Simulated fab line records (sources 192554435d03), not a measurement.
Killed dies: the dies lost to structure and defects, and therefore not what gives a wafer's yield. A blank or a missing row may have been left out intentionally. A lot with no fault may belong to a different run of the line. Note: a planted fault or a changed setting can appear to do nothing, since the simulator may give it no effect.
Chamber matching | flow n5_finfet | rie_diel-02 running N5_BEOL_M9_VIA_ETCH_34: 4 sister chambers
The step etches SiCOH lowk in C4F6/O2, target depth 182.4 nm, time 68.4 s. 4 wafers are shown with their chamber, then 8 later ones without.

## WAFERS, EACH WITH ITS CHAMBER
wafer  | chamber | rf_vpp_V (V)
L080.3 | 0       | 685
L085.3 | 1       | 685
L085.6 | 3       | 619
L086.1 | 2       | 638

## WAFERS WITH NO CHAMBER GIVEN
wafer  | rf_vpp_V (V)
L086.2 | 684
L086.5 | 684
L091.4 | 685
L091.5 | 637
L091.6 | 684
L096.3 | 686
L096.5 | 683
L096.6 | 619

## WHICH CHAMBER EACH WENT THROUGH
wafer  | from the rows above     | in truth
L086.2 | can't be placed: 0 or 1 | 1
L086.5 | can't be placed: 0 or 1 | 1
L091.4 | can't be placed: 0 or 1 | 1
L091.5 | 2                       | 2
L091.6 | can't be placed: 0 or 1 | 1
L096.3 | can't be placed: 0 or 1 | 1
L096.5 | can't be placed: 0 or 1 | 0
L096.6 | 3                       | 3
Placed correctly: 2 of 8. Can't be placed from these rows: 6 (the true chamber is among the candidates in 6). Placed wrongly: 0.
How it was worked out, from the rows above alone: a wafer's distance from a chamber is the root of the sum, over the readings, of the square of ((its reading less the chamber's mean) divided by the reading's scatter). If the next closest chamber is less than 2 further off than the closest, the wafer can't be placed; otherwise it belongs to the closest. Each chamber's mean is taken over the wafers shown for it. The scatter: with one shown wafer a chamber, the root of the mean of the squares of how far each hidden wafer lies from its nearest shown one.
